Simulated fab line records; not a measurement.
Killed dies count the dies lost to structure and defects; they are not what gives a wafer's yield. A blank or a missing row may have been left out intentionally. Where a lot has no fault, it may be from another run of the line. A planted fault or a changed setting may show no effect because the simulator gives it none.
fab line records	flow n5-finfet
record lots=11	wafers=33	last-day=18
route steps=1938 shown BEOL_M9@1457 BEOL_M15@1827 MIM_BOT_ETCH@1867 PASSIVATION@1936
lots untouched by any fault: they come from a run of this same line in which no faults occurred
start-h: hours from the record's first day to the start of the lot's first wafer shown	wait-h: time in hours since the lot's previous step	" unchanged from the row above	L1.1+2: one row covering several wafers at once	- no value, or no start was given	* or withheld: withheld	< > ~ a bound
route shown NAME@n: names a module that has steps shown in the file, with the first one's number in the route	usual: mean/standard deviation taken from wafers without a fault	same: alike in all rows	chamber/n: place in a boat	sites: per-site readings	_std_site: standard deviation across them	_edge_site: outer sites' mean less inner sites'	radius-mm: for every site, how far away it sits from the centre of the wafer	mask NAME#n: copy n	behind: the most recent tool/chamber to have shaped the wafer	hold: why the lot went on hold/how many hours it stayed there/how the hold came to an end	device: names the non-switching transistor (n, p or np)	end of line: tests run on the same wafers once the route is complete	for a step that has no rows: nothing shown but its recipe	killed: dies that structure and defects cost at the first sort, which is not the same as the wafer's yield	map: a wafer's dies, marking killed ones x, the rest . and places with no die _
set.NAME: the setting as run; set.NAME@STEP: as run at that earlier step	model.NAME: the simulator's own value behind a step, which no gauge read
the route's steps for a sample of lots (tables are steps, rows are wafers)
services: the hour from which a tool's chamber was out of use, counted from the record's first day as start-h (under 0 if before that day), plus the number of hours and why
## steps
# step N5_BEOL_M9_PRE_CLEAN_45
# recipe gas=H2/He	time-s=30	temp-c=250
# usual heater-power-w=334/35
lot.wafer	tool	chamber	start-h	wait-h	heater-power-w
L775.1	pvd-sputter-03	-	282.86	0.0	326
L775.2	"	-	"	"	400
L775.3	"	-	"	"	323
L777.2	pvd-sputter-01	-	288.02	0.0	335
L777.3	"	-	"	"	325
L777.4	"	-	"	"	281
L779.1	pvd-sputter-01	-	318.70	0.0	279
L779.3	"	-	"	"	336
L779.5	"	-	"	"	327
L781.3	pvd-sputter-03	-	339.04	0.0	325
L781.4	"	-	"	"	304
L781.6	"	-	"	"	402
L780.3	pvd-sputter-03	-	339.12	0.0	324
L780.5	"	-	"	"	296
L780.6	"	-	"	"	405
L784.1	pvd-sputter-03	-	345.52	0.0	326
L784.3	"	-	"	"	290
L784.6	"	-	"	"	290
L782.2	pvd-sputter-01	-	348.17	0.0	352
L782.3	"	-	"	"	340
L782.5	"	-	"	"	327
L785.2	pvd-sputter-01	-	351.01	0.0	345
L785.3	"	-	"	"	345
L785.5	"	-	"	"	291
L786.4	pvd-sputter-01	-	358.92	0.0	341
L786.5	"	-	"	"	292
L786.6	"	-	"	"	331
L787.2	pvd-sputter-01	-	368.33	0.0	333
L787.4	"	-	"	"	329
L787.6	"	-	"	"	287
L789.1	pvd-sputter-02	-	374.98	0.0	391
L789.2	"	-	"	"	339
L789.6	"	-	"	"	332
# step N5_BEOL_M15_DEP_53
# recipe material=SiCN	target-thk-a=500	temp-c=withheld	precursor=3MS/NH3	pressure-torr=3	rf-w=675	time-s=17.8
# usual showerhead-plenum-p-Torr=4.147/0.019	throttle-valve-pct=18.1/1.1
lot.wafer	tool	chamber	start-h	wait-h	showerhead-plenum-p-Torr	throttle-valve-pct
L775.1	pecvd-04	2	323.66	0.0	4.127	17.4
L775.2	"	0	"	"	4.159	18.6
L775.3	"	1	"	"	4.154	20.2
L777.2	pecvd-02	0	331.03	0.0	4.196	19.2
L777.3	"	2	"	"	4.142	16.8
L777.4	"	2	"	"	4.127	16.8
L779.1	pecvd-02	2	363.99	0.0	4.151	16.8
L779.3	"	0	"	"	4.185	19.1
L779.5	"	2	"	"	4.143	16.8
L780.3	pecvd-02	2	383.64	0.0	4.134	16.9
L780.5	"	2	"	"	4.132	16.6
L780.6	"	0	"	"	4.192	19.3
L781.3	pecvd-03	1	383.95	0.0	4.130	17.3
L781.4	"	0	"	"	4.149	17.5
L781.6	"	2	"	"	4.159	17.5
L784.1	pecvd-04	1	386.19	0.0	4.153	20.3
L784.3	"	0	"	"	4.156	18.5
L784.6	"	1	"	"	4.138	20.0
L782.2	pecvd-04	2	390.01	0.0	4.130	17.3
L782.3	"	0	"	"	4.150	18.5
L782.5	"	1	"	"	4.143	20.4
L785.2	pecvd-03	1	399.41	0.0	4.130	17.6
L785.3	"	2	"	"	4.150	17.4
L785.5	"	0	"	"	4.137	17.4
L786.4	pecvd-04	0	406.61	0.0	4.146	18.9
L786.5	"	1	"	"	4.158	20.2
L786.6	"	2	"	"	4.121	17.4
L787.2	pecvd-04	1	414.24	0.0	4.154	20.3
L787.4	"	1	"	"	4.149	20.3
L787.6	"	0	"	"	4.151	18.7
L789.1	pecvd-03	2	415.42	0.0	4.154	17.6
L789.2	"	0	"	"	4.131	17.6
L789.6	"	2	"	"	4.148	17.3
# step N5_MIM_BOT_ETCH_ETCH_03
# recipe chemistry=Cl2/BCl3	target-depth-a=120	pressure-mtorr=8	icp-w=800	bias-w=100	Cl2_flow_sccm=20	bcl3-flow-sccm=80
# usual drypump-motor-current-A=5.8/0.6	oes-product-au=0.76/0.06	throttle-valve-pct=27.46/0.15
lot.wafer	tool	chamber	start-h	wait-h	drypump-motor-current-A	oes-product-au	rf-hours-counter-h	throttle-valve-pct
L775.1	rie-metal-01	1	328.79	0.1	5.0	0.74	54	27.47
L775.2	"	0	"	"	5.5	0.73	50	27.57
L775.3	"	0	"	"	5.5	0.73	-	27.56
L777.2	rie-metal-01	1	337.97	0.1	5.0	0.73	55	27.47
L777.3	"	0	"	"	5.5	0.73	-	27.58
L777.4	"	1	"	"	5.0	0.73	-	27.48
L779.1	rie-metal-03	0	370.14	0.1	5.7	0.83	25	27.32
L779.3	"	1	"	"	6.7	0.77	-	27.39
L779.5	"	0	"	"	5.8	0.84	-	27.29
L780.3	rie-metal-03	1	387.72	0.1	6.7	0.77	-	27.40
L780.5	"	1	"	"	6.7	0.76	-	27.41
L780.6	"	0	"	"	5.7	0.83	-	27.31
L781.3	rie-metal-01	1	387.89	0.1	5.0	0.74	-	27.49
L781.4	"	0	"	"	5.5	0.72	-	27.57
L781.6	"	1	"	"	5.0	0.74	-	27.48
L784.1	rie-metal-02	0	391.26	0.1	6.5	0.87	22	27.25
L784.3	"	0	"	"	6.5	0.87	-	27.25
L784.6	"	1	"	"	5.6	0.65	-	27.75
L782.2	rie-metal-03	1	395.84	0.1	6.7	0.76	47	27.41
L782.3	"	0	"	"	5.7	0.82	-	27.33
L782.5	"	0	"	"	5.7	0.82	-	27.32
L785.2	rie-metal-01	0	406.36	0.1	5.5	0.72	56	27.58
L785.3	"	1	"	"	5.0	0.73	-	27.48
L785.5	"	1	"	"	5.0	0.72	-	27.49
L786.4	rie-metal-03	0	412.08	0.1	5.7	0.81	-	27.33
L786.5	"	0	"	"	5.7	0.82	-	27.32
L786.6	"	1	"	"	6.7	0.76	-	27.40
L789.1	rie-metal-02	1	419.58	0.1	5.6	0.65	88	27.76
L789.2	"	0	"	"	6.5	0.86	26	27.26
L789.6	"	1	"	"	5.6	0.65	-	27.75
L787.2	rie-metal-01	1	420.07	0.1	5.0	0.72	62	27.48
L787.4	"	0	"	"	5.5	0.72	-	27.58
L787.6	"	0	"	"	5.5	0.72	-	27.58
# step N5_MIM_BOT_ETCH_ETCH_00
# recipe chemistry=Cl2/BCl3	target=TiN	target-depth-a=455	ion-energy-ev=150	pressure-mtorr=10	icp-w=1000	bias-w=126	Cl2_flow_sccm=53.25	bcl3-flow-sccm=21.75	Ar_flow_sccm=25
# usual drypump-motor-current-A=5.8/0.6	oes-product-au=0.76/0.061	throttle-valve-pct=21.88/0.18
lot.wafer	tool	chamber	start-h	wait-h	drypump-motor-current-A	oes-product-au	rf-hours-counter-h	throttle-valve-pct
L775.1	rie-metal-01	1	328.88	0.1	5.0	0.74	54	21.83
L775.2	"	0	"	"	5.6	0.74	50	21.95
L775.3	"	0	"	"	5.6	0.73	-	21.98
L777.2	rie-metal-01	1	338.06	0.1	5.0	0.75	55	21.82
L777.3	"	0	"	"	5.5	0.74	-	21.95
L777.4	"	1	"	"	5.0	0.74	-	21.80
L779.1	rie-metal-03	0	370.23	0.1	5.7	0.84	25	21.72
L779.3	"	1	"	"	6.7	0.78	-	21.82
L779.5	"	0	"	"	5.7	0.84	-	21.72
L780.3	rie-metal-03	1	387.82	0.1	6.7	0.76	-	21.84
L780.5	"	1	"	"	6.7	0.77	-	21.83
L780.6	"	0	"	"	5.7	0.83	-	21.73
L781.3	rie-metal-01	1	387.99	0.1	5.0	0.73	-	21.84
L781.4	"	0	"	"	5.5	0.73	-	21.97
L781.6	"	1	"	"	5.0	0.73	-	21.84
L784.1	rie-metal-02	0	391.35	0.1	6.5	0.86	22	21.75
L784.3	"	0	"	"	6.5	0.86	-	21.76
L784.6	"	1	"	"	5.5	0.65	-	22.30
L782.2	rie-metal-03	1	395.93	0.1	6.7	0.76	47	21.83
L782.3	"	0	"	"	5.7	0.81	-	21.74
L782.5	"	0	"	"	5.7	0.82	-	21.72
L785.2	rie-metal-01	0	406.45	0.1	5.5	0.72	56	21.98
L785.3	"	1	"	"	5.0	0.73	-	21.84
L785.5	"	1	"	"	5.0	0.73	-	21.83
L786.4	rie-metal-03	0	412.18	0.1	5.7	0.82	-	21.72
L786.5	"	0	"	"	5.7	0.82	-	21.71
L786.6	"	1	"	"	6.7	0.77	-	21.81
L789.1	rie-metal-02	1	419.67	0.1	5.6	0.65	88	22.30
L789.2	"	0	"	"	6.5	0.86	26	21.75
L789.6	"	1	"	"	5.6	0.65	-	22.31
L787.2	rie-metal-01	1	420.16	0.1	5.0	0.72	62	21.83
L787.4	"	0	"	"	5.6	0.72	-	21.98
L787.6	"	0	"	"	5.5	0.71	-	22.00
# step N5_PASSIVATION_PROBE_49
# usual defect-limited-yield=91.3/1.4	killed_at_M0_to_M3=34/10	killed_at_M4_up=14/5.5	killed-at-contacts=12/6	killed-at-front-end=40/10	killed-at-other=3.0/2.4	killed-dies=103/17	killed-on-rim=13/4.3	killed-open=68/13	killed-short=34/7.8	sort_bin_5_function=5.1/0.97	sort_bin_6_memory=3.3/0.66	sort-n-pass=1077/17	sort-yield-pct=91.2/1.4
# same gross-dies=1180	killed-at-back-side=0	sort_bin_4_leakage[%]=0	sort_bin_8_speed[%]=0
lot.wafer	tool	chamber	start-h	wait-h	defect-limited-yield[%]	killed_at_M0_to_M3	killed_at_M4_up	killed-at-contacts	killed-at-front-end	killed-at-other	killed-dies	killed-on-rim	killed-open	killed-short	sort_bin_5_function[%]	sort_bin_6_memory[%]	sort-n-pass	sort-yield-pct[%]
L785.5	prober-01	-	416.80	0.2	91.0	28	19	8	47	4	106	15	67	38	5.0	3.8	1074	91.0
L786.4	prober-01	-	423.44	0.2	79.1	47	156	9	34	1	247	12	64	43	13.2	4.5	933	79.1
L786.5	prober-01	-	423.49	0.2	78.9	41	142	12	50	4	249	14	79	37	13.1	5.2	931	78.9
L786.6	prober-01	-	423.54	0.3	86.6	38	70	7	38	5	158	35	55	39	7.3	3.6	1022	86.6
L789.1	prober-01	-	428.06	0.0	91.8	38	18	4	35	2	97	10	67	26	5.0	2.9	1083	91.8
L789.2	prober-01	-	428.11	0.1	89.2	41	19	12	55	0	127	15	95	32	6.7	3.8	1053	89.2
L789.6	prober-01	-	428.31	0.3	88.7	49	14	14	53	3	133	16	103	28	6.7	4.2	1047	88.7
L787.2	prober-02	-	434.72	0.1	84.5	31	107	11	29	5	183	36	56	32	8.8	4.1	997	84.5
L787.4	prober-02	-	434.82	0.2	88.1	16	75	23	25	2	141	25	44	25	6.5	2.9	1039	88.1
L787.6	prober-02	-	434.92	0.3	81.6	34	147	9	25	2	217	11	50	26	11.0	3.5	963	81.6
# killed by level:class
L785.5 FIN_SAQP:geometric-particle:open=7 STI_FIN_REVEAL:geometric-particle:open=7 BEOL_M0_SAQP:geometric-particle:short=7 FIN_SAQP:geometric-particle:short=6 BEOL_M1:geometric-particle:short=6 ILD0:geometric-particle:open=5 MOL_CONTACT_COAG:geometric-particle:open=5 BEOL_M3:geometric-particle:open=5
L786.4 BEOL_M9:unspecified=140 BEOL_M0_SAQP:geometric-particle:open=13 BEOL_M2:geometric-particle:open=12 BEOL_M0_SAQP:geometric-particle:short=11 FIN_SAQP:geometric-particle:short=9 BEOL_M4:geometric-particle:open=7 FIN_SAQP:geometric-particle:open=5 MOL_CONTACT_COAG:geometric-particle:open=5
L786.5 BEOL_M9:unspecified=132 STI_FIN_REVEAL:geometric-particle:open=13 BEOL_M2:geometric-particle:open=12 MOL_CONTACT_COAG:geometric-particle:open=10 GATE_CUT:geometric-particle:short=9 BEOL_M0_SAQP:geometric-particle:open=8 BEOL_M4:geometric-particle:open=6 FIN_SAQP:geometric-particle:short=5
L786.6 BEOL_M9:unspecified=64 BEOL_M0_SAQP:geometric-particle:short=12 GATE_CUT:geometric-particle:short=10 BEOL_M0_SAQP:geometric-particle:open=8 STI_FIN_REVEAL:geometric-particle:open=7 BEOL_M2:geometric-particle:open=7 MOL_CONTACT_COAG:geometric-particle:open=6 GATE_CUT:geometric-particle:open=4
L789.1 BEOL_M3:geometric-particle:open=11 STI_FIN_REVEAL:geometric-particle:open=10 BEOL_M4:geometric-particle:open=7 BEOL_M0:geometric-particle:open=6 BEOL_M1:geometric-particle:open=6 FIN_SAQP:geometric-particle:open=5 BEOL_M1:geometric-particle:short=4 BEOL_M0_SAQP:geometric-particle:open=4
L789.2 STI_FIN_REVEAL:geometric-particle:open=21 MOL_CONTACT_COAG:geometric-particle:open=11 BEOL_M1:geometric-particle:open=10 BEOL_M4:geometric-particle:open=10 GATE_CUT:geometric-particle:short=8 FIN_SAQP:geometric-particle:open=7 BEOL_M0_SAQP:geometric-particle:open=7 BEOL_M3:geometric-particle:open=7
L789.6 STI_FIN_REVEAL:geometric-particle:open=21 MOL_CONTACT_COAG:geometric-particle:open=13 BEOL_M1:geometric-particle:open=11 FIN_SAQP:geometric-particle:open=9 BEOL_M3:geometric-particle:open=9 BEOL_M0_SAQP:geometric-particle:open=9 BEOL_M0_SAQP:geometric-particle:short=8 GATE_CUT:geometric-particle:open=5
L787.2 BEOL_M9:unspecified=93 MOL_CONTACT_COAG:geometric-particle:open=10 BEOL_M0_SAQP:geometric-particle:open=7 BEOL_M3:geometric-particle:open=7 FIN_SAQP:geometric-particle:open=6 FIN_SAQP:geometric-particle:short=5 BEOL_M5:geometric-particle:open=5 BEOL_M0_SAQP:geometric-particle:short=5
L787.4 BEOL_M9:unspecified=69 MOL_CONTACT_COAG:geometric-particle:open=20 FIN_SAQP:geometric-particle:short=6 BEOL_M0_SAQP:geometric-particle:open=5 STARTING-WAFER:geometric-particle:short=5 FIN_SAQP:geometric-particle:open=4 GATE_CUT:geometric-particle:open=3 GATE_CUT:geometric-particle:short=3
L787.6 BEOL_M9:unspecified=139 FIN_SAQP:geometric-particle:short=9 BEOL_M3:geometric-particle:open=9 BEOL_M0_SAQP:geometric-particle:open=7 MOL_CONTACT_COAG:geometric-particle:open=7 BEOL_M0:geometric-particle:open=6 BEOL_M2:geometric-particle:open=4 FIN_SAQP:geometric-particle:open=3
## services
tool	chamber	start-h	hours	kind
rie-metal-02	-	259.01	1.1	repair
rie-metal-02	1	266.96	4.9	repair
rie-metal-03	1	272.82	4.8	repair
pecvd-03	0	281.20	5.5	scheduled-down
rie-metal-02	0	284.47	3.0	repair
pecvd-02	0	287.09	2.1	scheduled-down
pecvd-04	-	288.42	33.3	repair
pecvd-02	-	297.46	0.3	repair
rie-metal-02	1	307.00	6.2	repair
pecvd-04	-	328.99	0.3	repair
pecvd-04	0	344.54	23.9	repair
pvd-sputter-01	-	344.74	1.6	repair
pecvd-03	2	344.90	2.2	repair
pvd-sputter-02	-	351.20	11.7	repair
rie-metal-03	1	351.35	12.2	repair
pecvd-02	-	369.11	3.9	repair
pvd-sputter-03	-	378.22	3.7	repair
pecvd-04	-	382.97	0.7	repair
pecvd-02	1	383.67	-	clean
pecvd-02	1	383.67	-	consumable-replace:showerhead
pecvd-02	1	383.67	29.0	scheduled-down
pecvd-02	1	383.67	29.0	vent-cycle
pecvd-02	2	384.82	5.5	scheduled-down
pecvd-02	-	388.53	28.1	pm
## key
first-sign step=N5_PASSIVATION_PROBE_49	reading=killed_at_M4_up	direction=up	sigmas=19	usual=14	struck=116
effect step=N5_PASSIVATION_PROBE_49	reading=killed-dies	direction=up	sigmas=5.7	usual=103	struck=199
more-kills-born-at N5_BEOL_M9_PRE_CLEAN_45@pvd-sputter-01=637
met-at N5_BEOL_M9_PRE_CLEAN_45
struck-lots L786,L787
not-acting-at N5_BEOL_M15_DEP_53,N5_MIM_BOT_ETCH_ETCH_03,N5_MIM_BOT_ETCH_ETCH_00
onset-between 351.01 358.92
fault kind=chamber-particle-source	tool=pvd-sputter-01	chamber=-	onset-h=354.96	steps=N5_BEOL_M9_PRE_CLEAN_45	rate-per-visit-cm2=1.3344	end-h=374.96
